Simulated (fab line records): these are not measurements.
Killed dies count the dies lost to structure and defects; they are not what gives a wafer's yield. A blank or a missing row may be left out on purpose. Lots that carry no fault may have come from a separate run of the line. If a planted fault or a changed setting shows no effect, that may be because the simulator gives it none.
Split-lot experiment -- flow n5-finfet -- on a route of 1938 steps: 7 lots, 21 wafers read

== THE SPLIT ==
At N5_MOL_CONTACT_COAG_ALD_27 (deposits SiOC, target thk 17 nm, pulse time 1.5 s, time 2720 s), the setting ald-cycles was moved away from the recipe's 340 on 5 of the 21 wafers read, by -8.8% to +8.8%. The other wafers ran this setting at the recipe's value.

Reading taken at the split's own step.

== THE READING ==
SiOC_of_MOL_CONTACT_COAG_ALD_27.thk-nm (the simulator's own value, which no gauge read), in nm, at N5_MOL_CONTACT_COAG_ALD_27 (deposits SiOC, target thk 17 nm, pulse time 1.5 s, time 2720 s). The file does not state a usual value for it. Average 16.9 nm, standard deviation 0.12 nm, over the 16 wafers here run with the recipe.

wafer,"tool, chamber at the split",ald-cycles as run,against the recipe,"SiOC_of_MOL_CONTACT_COAG_ALD_27.thk-nm, nm",against lot-mates on the recipe
L077.4,"ald-sin-02, 2",340,recipe,17,-
L077.5,"ald-sin-02, 0",365,+7.4%,18.4,+1.5
L077.6,"ald-sin-02, 3",340,recipe,16.8,-
L078.1,"ald-sin-04, 0,1",340,recipe,17,-
L078.4,"ald-sin-04, 0,1",340,recipe,17,-
L078.5,"ald-sin-04, 3",340,recipe,17.2,-
L080.2,"ald-sin-04, 2,0",340,recipe,16.8,-
L080.5,"ald-sin-04, 2,0",340,recipe,16.8,-
L080.3,"ald-sin-04, 0",358,+5.3%,17.8,+1.0
L084.2,"ald-sin-04, 2,0",340,recipe,16.8,-
L084.6,"ald-sin-04, 2,0",340,recipe,16.8,-
L084.4,"ald-sin-04, 3",340,recipe,17,-
L087.1,"ald-sin-03, 3,0",340,recipe,17,-
L087.3,"ald-sin-03, 3,0",340,recipe,17,-
L087.2,"ald-sin-03, 1",310,-8.8%,15.4,-1.6
L088.1,"ald-sin-04, 1",362,+6.5%,17.8,+1.0
L088.2,"ald-sin-04, 2,0",340,recipe,16.8,-
L088.6,"ald-sin-04, 2,0",340,recipe,16.8,-
L094.2,"ald-sin-04, 3",370,+8.8%,18.6,+1.8
L094.3,"ald-sin-04, 0,2",340,recipe,16.8,-
L094.5,"ald-sin-04, 0,2",340,recipe,16.8,-
Rows listing several chambers each stand for several wafers; the file does not say which wafer went through which chamber.

FIT RESULTS
A straight line over all 21 wafers: SiOC_of_MOL_CONTACT_COAG_ALD_27.thk-nm changes by +0.178 nm for each +1% of ald-cycles; r = +0.98; the points scatter about the line by 0.14 nm.
The same after taking each lot's own level away (the mean of its wafers on the recipe; 21 wafers): +0.188 nm for each +1%; r = +0.99; scatter 0.091 nm.
On that fit, the largest move of ald-cycles shifts the reading by 1.7 nm.
The lots' own levels span 16.80 to 17.07 nm, that is 2.2 times the standard deviation above.
Consequently the slope shifts little with the lot-to-lot level, the two slopes agreeing.
Check: -1.7 nm against its lot-mates is what the line predicts for one of the wafers moved furthest among these (-8.8%) when that wafer is left out of the fit. Against them it came out at -1.6 nm.

== OTHER SPLITS APPLIED TO THESE WAFERS ==
Other splits were also applied to these wafers ahead of the reading. Each is held against what the fit with the lots' levels taken away leaves over:
other split on the same wafers,wafers away from the commonest value,r with SiOC_of_MOL_CONTACT_COAG_ALD_27.thk-nm (lot level and that fit taken away)
N5_GATE_CUT_DESCUM_18 time-s,8,+0.11

== FILE'S OWN FIT ==
SiOC_of_MOL_CONTACT_COAG_ALD_27.thk-nm changes by +0.189 nm for each +1% of ald-cycles, r = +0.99.
